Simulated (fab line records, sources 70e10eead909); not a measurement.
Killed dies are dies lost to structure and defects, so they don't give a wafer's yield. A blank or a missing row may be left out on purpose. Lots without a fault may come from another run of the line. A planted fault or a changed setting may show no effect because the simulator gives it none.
fab line records | flow nand_harc
record lots=5 wafers=15 last_day=33
route steps=1302 shown A_CONTACT@1042 END@1302
lots that met no fault: from a run of the same line without faults
start_h: hours from the record's first day to the start of the lot's first wafer shown | wait_h: hours since the lot's step before | " the same as in the row above | L1.1+2: a row that stands for several wafers | - no value, or no start given | * or withheld: withheld | < > ~ a bound
route shown NAME@n: a module of which the file shows steps, and the number in the route of the first | usual: mean/standard deviation of fault-free wafers | same: alike in all rows | chamber/n: place in a boat | sites: the reading at each site | _std_site: their standard deviation | _edge_site: outer sites' mean less inner sites' | radius_mm: how far each site lies from the wafer's centre | mask NAME#n: copy n | behind: the tool/chamber that last shaped the wafer | hold: why the lot was held/for how many hours/how that ended | device: the transistor (n, p or np) that didn't switch | end of line: the same wafers' tests at the end of the route | a step without rows: its recipe alone | killed: dies lost to structure and defects at the first sort, not the wafer's yield | map: a wafer's dies, x killed, . not, _ none there
set.NAME: the setting as run; set.NAME@STEP: as run at that earlier step | model.NAME: the simulator's own value behind a step, which no gauge read
lots at some steps of the route; a table a step, a row a wafer
services: from which hour (start_h, from the record's first day; less than 0 if before it) a tool's chamber was out of use, for how many hours, and why
## steps
# step NHARC_A_CONTACT_DESCUM_74
# recipe time_s=3 o2_flow_sccm=200 ar_flow_sccm=0 bias_power_w=0 chemistry=O2
# step NHARC_A_CONTACT_ETCH_75
# recipe target_depth_a=390 over_etch_frac=0.3 time_s=65 ion_energy_ev=80 cf4_flow_sccm=150 ar_flow_sccm=0 rf_w=300 bias_w=100 chemistry=CF4
# step NHARC_A_CONTACT_ETCH_76
# recipe target_depth_a=2600 over_etch_frac=0.3 time_s=475.3 ion_energy_ev=200 n2_flow_sccm=150 h2_flow_sccm=150 ar_flow_sccm=0 rf_w=400 bias_w=150 chemistry=N2/H2
# step NHARC_A_CONTACT_ETCH_77
# recipe target_depth_a=1089 time_s=54.5 cf4_flow_sccm=100 chf3_flow_sccm=30 ar_flow_sccm=0 rf_w=500 bias_w=200 chemistry=CF4/CHF3
# step NHARC_A_CONTACT_ETCH_78
# recipe target_depth_a=53000 over_etch_frac=0.3 time_s=1378 ion_energy_ev=150 o2_flow_sccm=400 cos_flow_sccm=20 ar_flow_sccm=0 rf_w=500 bias_w=300 chemistry=O2/COS
# usual cos_flow_sccm=20.00/0.06 drypump_motor_current_A=5.8/0.52 oes_product_au=1.001/0.0098 rf_vpp_V=312.0/1.7 showerhead_plenum_p_Torr=2.98/0.11 throttle_valve_pct=28.331/0.0092
# columns lot.wafer tool chamber start_h wait_h cos_flow_sccm drypump_motor_current_A oes_product_au rf_hours_counter_h rf_vpp_V showerhead_plenum_p_Torr throttle_valve_pct
L646.4 rie_diel-13 1 - - 20.06 6.3 0.994 14 312.9 2.89 28.326
L646.2 " 2 " " 19.95 6.4 0.994 13 311.4 3.00 28.328
L646.1 " 3 " " 19.87 5.6 0.998 11 312.5 2.97 28.346
L656.3 rie_diel-13 0 - - 20.07 5.0 1.011 33 311.5 2.89 28.345
L656.2 " 2 " " 20.05 6.4 0.993 32 313.5 2.99 28.329
L656.6 " 0 " " 20.01 5.0 1.011 - 310.9 2.89 28.317
L655.4 rie_diel-13 3 - - 20.03 5.5 1.000 29 312.2 2.96 28.325
L655.1 " 1 " " 19.96 6.2 1.014 32 310.2 2.88 28.336
L655.6 " 3 " " 20.09 5.5 1.005 - 312.4 2.96 28.331
L657.4 rie_diel-13 1 - - 20.07 6.2 1.004 33 311.1 2.88 28.318
L657.2 " 0 " " 19.93 5.0 1.006 35 310.1 2.89 28.339
L657.6 " 1 " " 19.96 6.2 1.007 - 310.1 2.88 28.323
L660.4 rie_diel-13 2 - - 19.98 6.4 1.004 3 311.8 2.99 28.333
L660.1 " 0 " " 19.99 5.0 0.998 4 317.4 3.37 28.322
L660.5 " 2 " " 19.97 6.4 1.014 - 312.5 2.99 28.320
# step NHARC_A_CONTACT_ETCH_124
# recipe source_w=withheld pressure_mtorr=20 bias_v=withheld time_s=140 target_depth_a=7000 ar_flow_sccm=withheld c4f8_flow_sccm=withheld o2_flow_sccm=withheld chemistry=C4F8/O2/Ar
# step NHARC_A_CONTACT_ETCH_125
# recipe source_w=withheld pressure_mtorr=20 bias_v=3000 time_s=197 target_depth_a=19180 ar_flow_sccm=withheld c4f8_flow_sccm=withheld o2_flow_sccm=withheld chemistry=C4F8/O2/Ar
# step NHARC_A_CONTACT_ETCH_126
# recipe source_w=withheld pressure_mtorr=20 bias_v=3000 time_s=197 target_depth_a=19180 ar_flow_sccm=withheld c4f8_flow_sccm=withheld o2_flow_sccm=withheld chemistry=C4F8/O2/Ar
# step NHARC_A_CONTACT_ETCH_127
# recipe source_w=withheld pressure_mtorr=20 bias_v=3000 time_s=197 target_depth_a=19180 ar_flow_sccm=withheld c4f8_flow_sccm=withheld o2_flow_sccm=withheld chemistry=C4F8/O2/Ar
# step NHARC_A_CONTACT_ETCH_128
# recipe source_w=withheld pressure_mtorr=20 bias_v=3000 time_s=197 target_depth_a=19180 ar_flow_sccm=withheld c4f8_flow_sccm=withheld o2_flow_sccm=withheld chemistry=C4F8/O2/Ar
# step NHARC_A_CONTACT_ETCH_129
# recipe source_w=withheld pressure_mtorr=20 bias_v=3000 time_s=197 target_depth_a=19180 ar_flow_sccm=withheld c4f8_flow_sccm=withheld o2_flow_sccm=withheld chemistry=C4F8/O2/Ar
# step NHARC_A_CONTACT_ETCH_130
# recipe source_w=withheld pressure_mtorr=20 bias_v=3000 time_s=197 target_depth_a=19180 ar_flow_sccm=withheld c4f8_flow_sccm=withheld o2_flow_sccm=withheld chemistry=C4F8/O2/Ar
# step NHARC_A_CONTACT_ETCH_131
# recipe source_w=withheld pressure_mtorr=20 bias_v=3000 time_s=197 target_depth_a=19180 ar_flow_sccm=withheld c4f8_flow_sccm=withheld o2_flow_sccm=withheld chemistry=C4F8/O2/Ar
# columns lot.wafer tool chamber start_h wait_h rf_hours_counter_h
L646.2 har_cap_etch-02 0 599.90 0.1 104
L646.1 " 1 " " 104
L646.4 " 1 " " -
L656.2 har_cap_etch-02 0 684.45 0.1 120
L656.3 " 1 " " -
L656.6 " 1 " " -
L655.1 har_cap_etch-01 1 685.52 0.1 32
L655.4 " 1 " " -
L655.6 " 1 " " -
L657.2 har_cap_etch-03 1 690.51 0.2 81
L657.4 " 0 " " -
L657.6 " 1 " " -
L660.1 har_cap_etch-01 1 728.36 0.1 39
L660.4 " 1 " " -
L660.5 " 0 " " -
# step NHARC_A_CONTACT_ETCH_132
# recipe source_w=withheld pressure_mtorr=20 bias_v=3000 time_s=197 target_depth_a=19240 ar_flow_sccm=withheld c4f8_flow_sccm=withheld o2_flow_sccm=withheld chemistry=C4F8/O2/Ar
# step NHARC_A_CONTACT_ETCH_133
# recipe source_w=withheld pressure_mtorr=20 bias_v=400 time_s=374 target_depth_a=16100 ar_flow_sccm=withheld c4f8_flow_sccm=11.5 o2_flow_sccm=7.2 chemistry=C4F8/O2/Ar
# columns lot.wafer tool chamber start_h wait_h rf_hours_counter_h
L646.2 har_cap_etch-02 0 600.26 0.1 104
L646.1 " 1 " " 104
L646.4 " 1 " " -
L656.2 har_cap_etch-02 0 684.84 0.2 120
L656.3 " 1 " " -
L656.6 " 1 " " -
L655.1 har_cap_etch-01 1 685.93 0.2 32
L655.4 " 1 " " -
L655.6 " 1 " " -
L657.2 har_cap_etch-03 1 691.03 0.2 81
L657.4 " 0 " " -
L657.6 " 1 " " -
L660.1 har_cap_etch-01 1 728.71 0.1 40
L660.4 " 1 " " -
L660.5 " 0 " " -
# step NHARC_A_CONTACT_ETCH_91
# recipe target_depth_a=400 over_etch_frac=0.5 time_s=85.7 ion_energy_ev=120 ch3f_flow_sccm=50 o2_flow_sccm=30 ar_flow_sccm=200 rf_w=500 bias_w=100 chemistry=CH3F/O2
# step NHARC_A_CONTACT_ETCH_97
# recipe target_depth_a=200 over_etch_frac=0.5 time_s=10 ion_energy_ev=250 c4f6_flow_sccm=25 o2_flow_sccm=20 ar_flow_sccm=500 rf_w=600 bias_w=500 chemistry=C4F6/O2
# usual c4f6_flow_sccm=25.00/0.078 drypump_motor_current_A=5.8/0.52 oes_product_au=0.958/0.023 rf_vpp_V=543.6/2.9 showerhead_plenum_p_Torr=3.76/0.13 throttle_valve_pct=26.904/0.0087
# columns lot.wafer tool chamber start_h wait_h c4f6_flow_sccm drypump_motor_current_A oes_product_au rf_hours_counter_h rf_vpp_V showerhead_plenum_p_Torr throttle_valve_pct
L646.2 rie_diel-02 1 - - 24.90 6.0 1.018 6 546.3 3.93 26.904
L646.4 " 2 " " 24.96 5.7 1.001 5 543.0 3.68 26.897
L646.1 " 3 " " 24.94 5.3 1.022 4 541.1 3.68 26.908
L656.3 rie_diel-13 2 - - 24.97 6.4 0.939 33 543.6 3.76 26.900
L656.2 " 1 " " 25.07 6.2 0.962 32 541.6 3.63 26.906
L656.6 " 2 " " 25.06 6.4 0.930 - 544.7 3.76 26.894
L655.1 rie_diel-13 2 - - 25.09 6.4 0.943 33 545.0 3.76 26.902
L655.4 " 0 " " 25.04 5.0 0.947 34 541.9 3.64 26.897
L655.6 " 2 " " 25.05 6.4 0.945 - 542.9 3.76 26.919
L657.2 rie_diel-02 0 - - 25.04 6.1 0.952 38 544.5 3.85 26.904
L657.4 " 2 " " 24.99 5.7 0.945 38 541.5 3.66 26.899
L657.6 " 3 " " 24.96 5.2 0.985 - 541.4 3.66 26.895
L660.4 rie_diel-12 1 - - 24.90 5.5 0.995 31 540.6 3.68 26.900
L660.1 " 3 " " 25.06 5.1 1.002 32 545.1 3.89 26.923
L660.5 " 1 " " 25.05 5.5 1.009 - 541.7 3.68 26.902
# step NHARC_A_CONTACT_CD_MEAS_80
# usual cd_nm=289.4/0.83
# columns lot.wafer tool chamber start_h wait_h cd_nm
L646.1 cd_sem-01 - 601.27 - 290.1
L646.2 " - " " 290.5
L646.4 " - " " 290.3
L656.2 cd_sem-03 - 685.77 - 290.2
L656.3 " - " " 289.1
L656.6 " - " " 289.6
L655.1 cd_sem-01 - 687.08 - 289.3
L655.4 " - " " 290.5
L655.6 " - " " 289.5
L657.2 cd_sem-01 - 692.10 - 287.8
L657.4 " - " " 288.2
L657.6 " - " " 288.2
L660.1 cd_sem-01 - 729.72 - 289.3
L660.4 " - " " 288.3
L660.5 " - " " 290.1
# step NHARC_A_CONTACT_STRIP_103
# recipe n2_flow_sccm=150 h2_flow_sccm=150 ar_flow_sccm=0 bias_w=0 chemistry=N2/H2
# step NHARC_A_CONTACT_STRIP_104
# recipe cf4_flow_sccm=100 chf3_flow_sccm=30 ar_flow_sccm=0 bias_w=0 chemistry=CF4/CHF3
# step NHARC_A_CONTACT_STRIP_105
# recipe o2_flow_sccm=400 cos_flow_sccm=20 ar_flow_sccm=0 bias_w=0 chemistry=O2/COS
# step NHARC_A_CONTACT_ETCH_106
# recipe target_depth_a=900 overetch_a=90 time_s=49.5 ion_energy_ev=100 cf4_flow_sccm=80 o2_flow_sccm=20 ar_flow_sccm=0 rf_w=300 bias_w=100 chemistry=CF4/O2
# step NHARC_A_CONTACT_STRIP_82
# recipe o2_flow_sccm=500 ar_flow_sccm=0 bias_w=0 chemistry=O2
# step NHARC_A_CONTACT_STRIP_83
# recipe time_s=600 temp_c=30 chemistry=post_etch_residue_remover
# step NHARC_A_CONTACT_DEP_84
# recipe target_thk_a=28000 temp_c=400 material=aC
# step NHARC_A_CONTACT_DEP_85
# recipe target_thk_a=600 target_thk_nm=60 temp_c=400 pressure_torr=3.5 flow_sccm=200 rf_w=350 material=SiON
# usual heater_power_w=741/100 showerhead_vpp_V=1141/59
# columns lot.wafer tool chamber start_h wait_h heater_power_w showerhead_vpp_V
L646.2 pecvd-01 1 603.95 1.2 881 1096
L646.1 " 2 " " 695 1102
L646.4 " 1 " " 876 1077
L656.2 pecvd-04 0 688.47 1.2 729 1150
L656.3 " 1 " " 653 1048
L656.6 " 2 " " 670 1258
L655.1 pecvd-04 0 689.77 1.4 752 1142
L655.6 " 1 " " 594 1035
L655.4 " 2 " " 586 1247
L657.2 pecvd-01 0 695.08 1.2 652 1189
L657.4 " 1 " " 733 1081
L657.6 " 0 " " 644 1170
L660.1 pecvd-04 2 732.44 1.5 707 1256
L660.4 " 1 " " 578 1037
L660.5 " 2 " " 721 1241
# step NHARC_A_CONTACT_DEHYDRATE_00
# recipe temp_c=150 time_s=120
# step NHARC_A_CONTACT_HMDS_01
# recipe time_s=30
# step NHARC_A_CONTACT_COAT_86
# recipe temp_c=260 time_s=75
# step NHARC_A_CONTACT_COAT_87
# recipe temp_c=225 time_s=65
# step NHARC_A_CONTACT_COAT_02
# recipe spin_rpm=1500 resist_thk_nm=90
# step NHARC_A_CONTACT_SOFTBAKE_03
# recipe temp_c=105 time_s=55
# step NHARC_A_CONTACT_EBR_04
# step NHARC_A_CONTACT_EXPOSE_05
# recipe na=1.35 sigma_outer=0.8 dose_mj=84.24 mask_id=A_CC
# step NHARC_A_CONTACT_PEB_06
# recipe peb_temp_c=100 peb_time_s=65
# step NHARC_A_CONTACT_DEVELOP_07
# recipe develop_time_s=35 dev_temp_c=23
# step NHARC_A_CONTACT_CD_MEAS_08
# recipe target_cd_nm=200 landing_energy_ev=500
# usual cd_nm=200.0/0.68
# columns lot.wafer tool chamber start_h wait_h cd_nm
L646.1 cd_sem-02 0 604.54 - 199.4
L646.2 " 0 " " 200.1
L646.4 " 0 " " 200.1
L656.2 cd_sem-02 0 689.17 - 201.1
L656.3 " 0 " " 201.2
L656.6 " 0 " " 201.1
L655.1 cd_sem-03 0 690.49 - 200.8
L655.4 " 0 " " 199.9
L655.6 " 0 " " 201.2
L657.2 cd_sem-03 0 695.62 - 200.2
L657.4 " 0 " " 200.4
L657.6 " 0 " " 198.4
L660.1 cd_sem-03 0 733.01 - 200.5
L660.4 " 0 " " 200.8
L660.5 " 0 " " 199.8
# step NHARC_A_CONTACT_OVL_MEAS_09
# usual overlay_x_nm=0.0/0.93 overlay_y_nm=0.0/0.66
# columns lot.wafer tool chamber start_h wait_h overlay_x_nm overlay_y_nm
L646.1 overlay-02 - 604.63 - -0.1 -0.9
L646.2 " - " " -0.5 -0.6
L646.4 " - " " -0.6 -0.7
L656.2 overlay-01 - 689.25 - -0.4 -0.2
L656.3 " - " " -0.2 -0.2
L656.6 " - " " -0.4 -0.9
L655.1 overlay-02 - 690.58 - 0.1 0.5
L655.4 " - " " 0.1 0.1
L655.6 " - " " -0.6 0.0
L657.2 overlay-02 - 695.71 - 2.3 -1.0
L657.4 " - " " 1.7 -0.5
L657.6 " - " " 2.1 -0.6
L660.1 overlay-02 - 733.09 - 0.8 0.3
L660.4 " - " " 0.3 -0.2
L660.5 " - " " 0.5 0.3
# step NHARC_A_CONTACT_DESCUM_13
# recipe time_s=3 o2_flow_sccm=200 ar_flow_sccm=0 bias_power_w=0 chemistry=O2
# step NHARC_A_CONTACT_ETCH_88
# recipe target_depth_a=390 over_etch_frac=0.3 time_s=65 ion_energy_ev=80 cf4_flow_sccm=150 ar_flow_sccm=0 rf_w=300 bias_w=100 chemistry=CF4
# usual drypump_motor_current_A=5.8/0.48 oes_product_au=0.999/0.011 rf_vpp_V=150.4/1.2 showerhead_plenum_p_Torr=1.70/0.068 throttle_valve_pct=13.284/0.0094
# columns lot.wafer tool chamber start_h wait_h drypump_motor_current_A oes_product_au rf_hours_counter_h rf_vpp_V showerhead_plenum_p_Torr throttle_valve_pct
L646.1 rie_diel-13 1 604.82 0.1 6.2 1.010 16 150.2 1.64 13.278
L646.2 " 2 " " 6.4 0.998 15 150.6 1.70 13.298
L646.4 " 0 " " 5.0 1.001 17 150.1 1.64 13.296
L656.3 rie_diel-13 1 689.43 0.1 6.2 1.000 33 147.9 1.63 13.282
L656.2 " 3 " " 5.5 0.984 30 150.8 1.68 13.276
L656.6 " 1 " " 6.2 0.998 - 149.3 1.64 13.284
L655.4 rie_diel-13 1 690.77 0.1 6.2 1.003 34 147.5 1.63 13.270
L655.1 " 2 " " 6.4 0.991 34 150.3 1.70 13.280
L655.6 " 0 " " 5.0 0.992 - 150.7 1.64 13.274
L657.4 rie_diel-02 3 695.89 0.1 5.2 1.032 39 150.0 1.65 13.275
L657.2 " 1 " " 6.0 1.014 40 151.2 1.76 13.304
L657.6 " 0 " " 6.1 1.005 - 149.5 1.74 13.286
L660.4 rie_diel-13 1 733.29 0.1 6.2 0.992 4 152.1 1.91 13.291
L660.1 " 2 " " 6.4 0.995 4 151.9 1.69 13.281
L660.5 " 3 " " 5.5 0.988 - 151.0 1.68 13.263
# step NHARC_A_CONTACT_ETCH_89
# recipe target_depth_a=2600 over_etch_frac=0.3 time_s=475.3 ion_energy_ev=200 n2_flow_sccm=150 h2_flow_sccm=150 ar_flow_sccm=0 rf_w=400 bias_w=150 chemistry=N2/H2
# step NHARC_END_SORT_01
# recipe temp_c=25
# usual killed_at_array=52/18 killed_at_other=1.0/1.4 killed_at_periphery=3.1/2.3 killed_dies=56/17 killed_open=3.0/1.7 killed_short=2.5/1.7
# same gross_dies=677
# columns lot.wafer tool chamber start_h wait_h killed_at_array killed_at_other killed_at_periphery killed_dies killed_open killed_short
L646.1 prober-02 0 657.87 2.5 118 0 3 121 5 3
L646.2 prober-02 0 658.67 2.8 62 1 1 64 1 2
L646.4 prober-02 0 660.26 3.4 118 1 2 121 1 3
L655.1 prober-01 0 738.43 2.5 84 0 3 87 7 3
L655.4 prober-01 0 740.81 3.4 59 2 0 61 1 0
L655.6 prober-01 0 742.40 4.0 73 0 2 75 1 6
L656.2 prober-02 0 739.21 2.8 42 2 6 50 2 1
L656.3 prober-02 0 740.02 3.1 52 1 13 66 1 2
L656.6 prober-02 0 742.46 4.1 47 2 3 52 2 2
# killed by level:class
L646.1 A_CONTACT:unspecified=64 A_CHANNEL_HOLE_D1:chamber_film_flake=23 A_CHANNEL_HOLE_D2:chamber_film_flake=18 A_CONTACT:chamber_film_flake=4 P_M0:geometric_particle:open=1 P_M1:geometric_particle:open=1 A_ONON_D1:geometric_particle:short=1 A_CHANNEL_HOLE_D1:geometric_particle:open=1
L646.2 A_CHANNEL_HOLE_D1:chamber_film_flake=33 A_CHANNEL_HOLE_D2:chamber_film_flake=16 A_CONTACT:chamber_film_flake=7 A_WL_FILL:geometric_particle:short=2 A_CHANNEL_HOLE_D1:geometric_particle:open=1 P_M2:chamber_film_flake=1 A_DECK1_JOINT:chamber_film_flake=1 A_CHANNEL_FILL_D2:chamber_film_flake=1
L646.4 A_CONTACT:unspecified=63 A_CHANNEL_HOLE_D2:chamber_film_flake=24 A_CHANNEL_HOLE_D1:chamber_film_flake=17 A_CONTACT:chamber_film_flake=6 P_GATE:chamber_film_flake=2 A_WL_FILL:chamber_film_flake=2 A_ONON_D2:geometric_particle:short=1 A_CHANNEL_HOLE_D2:geometric_particle:open=1
L655.1 A_SLIT:chamber_film_flake=34 A_CHANNEL_HOLE_D2:chamber_film_flake=28 A_CHANNEL_HOLE_D1:chamber_film_flake=8 A_WL_FILL:chamber_film_flake=3 A_CONTACT:chamber_film_flake=3 P_M0:geometric_particle:open=2 A_ONON_D2:geometric_particle:open=2 A_ONON_D1:geometric_particle:open=1
L656.2 A_CHANNEL_HOLE_D1:chamber_film_flake=22 A_SLIT:chamber_film_flake=6 A_CONTACT:chamber_film_flake=5 P_CONTACT:chamber_film_flake=3 A_BONDPAD:chamber_film_flake=3 A_CHANNEL_FILL_D1:geometric_particle:open=2 P_M2:chamber_film_flake=2 THIN_TSV:chamber_film_flake=2
L656.3 A_CHANNEL_HOLE_D1:chamber_film_flake=33 P_M2:chamber_film_flake=5 A_SLIT:chamber_film_flake=5 A_CONTACT:chamber_film_flake=5 P_CONTACT:chamber_film_flake=4 A_WL_FILL:chamber_film_flake=4 P_ZERO_WELL:chamber_film_flake=2 P_CONTACT:geometric_particle:short=1
L655.4 A_CHANNEL_HOLE_D2:chamber_film_flake=22 A_SLIT:chamber_film_flake=18 A_CHANNEL_HOLE_D1:chamber_film_flake=8 A_CONTACT:chamber_film_flake=5 A_STAIRCASE:chamber_film_flake=2 A_WL_FILL:chamber_film_flake=2 THIN_TSV:chamber_film_flake=2 A_DECK1_JOINT:geometric_particle:open=1
L655.6 A_SLIT:chamber_film_flake=38 A_CHANNEL_HOLE_D2:chamber_film_flake=17 A_CHANNEL_HOLE_D1:chamber_film_flake=8 A_CHANNEL_HOLE_D1:geometric_particle:short=3 P_M1:geometric_particle:open=1 A_CHANNEL_FILL_D2:geometric_particle:short=1 A_WL_FILL:geometric_particle:short=1 A_BLC:geometric_particle:short=1
L656.6 A_CHANNEL_HOLE_D1:chamber_film_flake=26 A_CONTACT:chamber_film_flake=6 A_CHANNEL_HOLE_D2:chamber_film_flake=5 A_SLIT:chamber_film_flake=3 A_M0:geometric_particle:open=2 A_WL_FILL:chamber_film_flake=2 THIN_TSV:chamber_film_flake=2 A_ONON_D1:geometric_particle:short=1
# map L646.1 (x killed, . not)
____________.____________
_________......._________
_______..........._______
______.............______
_____..............x_____
____.................____
____............x....____
___..................x___
___...................___
__.....................__
__.....................__
_......................._
_....................x.._
_......................._
_....................xx._
_x..................xxxx_
.xx.................xxxxx
x..................xxxxxx
xxxx...............xxxxxx
xxx................xxxxxx
xx.x..............xxxxxxx
_xxx...............xxxxx_
_xx...............xxxxxx_
_x.....x...........xxxxx_
_xxx.............x.xxxxx_
_x..................xxxx_
__...................xx__
__..................xx.__
___.x.................___
___.x......x....xx.x..___
____x........xxx..xx.____
____...........xx.x..____
_____........x.x...._____
______..........xxx______
_______..xx....xxx_______
_________......x_________
____________.____________
# map L656.3 (x killed, . not)
____________.____________
_________......._________
_______..........._______
______.............______
_____..............._____
____.......x.........____
____.................____
___...................___
___...................___
__..x..........x.......__
__.x..........x........__
_..........x............_
_......................._
_..x...................._
_.x...............x....._
_......................._
.........................
..x.....x................
................x.x....x.
x.............x........x.
........................x
_...................xx.._
_.....................x._
_.........x............._
_..........x............_
_......x.xxx..x........._
__.....xxxxx...........__
__.....xxx.xx..........__
___....xxxxxx.........___
___...xxxxxx..........___
____...xx.xxxx.......____
____....xxx..........____
_____......x.......x_____
______..xxx.x......______
_______..........._______
_________x......_________
____________.____________
## services
# columns tool chamber start_h hours kind
pecvd-04 - 575.74 1.2 repair
rie_diel-13 0 577.04 - clean
rie_diel-13 1 577.04 - clean
rie_diel-13 2 577.04 - clean
rie_diel-13 3 577.04 - clean
pecvd-04 - 596.02 11.9 repair
rie_diel-13 0 601.54 - clean
rie_diel-13 1 601.54 - clean
rie_diel-13 2 601.54 - clean
rie_diel-13 3 601.54 - clean
rie_diel-13 1 608.78 9.6 repair
rie_diel-12 - 617.72 0.5 repair
rie_diel-12 - 623.70 9.0 pm
rie_diel-13 0 626.04 - clean
rie_diel-13 1 626.04 - clean
rie_diel-13 2 626.04 - clean
pecvd-04 - 631.15 13.0 pm
pecvd-01 - 673.00 13.0 pm
rie_diel-13 - 696.17 9.0 pm
rie_diel-12 2 702.20 9.0 repair
rie_diel-02 0 706.35 13.2 repair
pecvd-01 0 706.46 5.2 repair
har_cap_etch-02 - 709.41 0.2 repair
rie_diel-02 3 731.04 8.6 repair
## key
first_sign step=NHARC_END_SORT_01 reading=killed_dies direction=up sigmas=3.8 usual=56 struck=121
effect step=NHARC_END_SORT_01 reading=killed_at_array direction=up sigmas=3.7 usual=52 struck=118
more_kills_born_at NHARC_A_CONTACT_ETCH_131@har_cap_etch-02=122
met_at NHARC_A_CONTACT_ETCH_131
struck_wafers L646.1,L646.4
tester_left_out L646
fault kind=chamber_particle_source tool=har_cap_etch-02 chamber=1 onset_h=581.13 steps=NHARC_A_CONTACT_ETCH_131 rate_per_visit_cm2=1.2354 end_h=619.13
# tester_left_out: of these lots the tester's yield and bins aren't shown, on N5 and GAA mostly nor the transistor test; their killed dies are dies lost to structure and defects alone, not to doping, threshold or leakage, so they don't give the yield
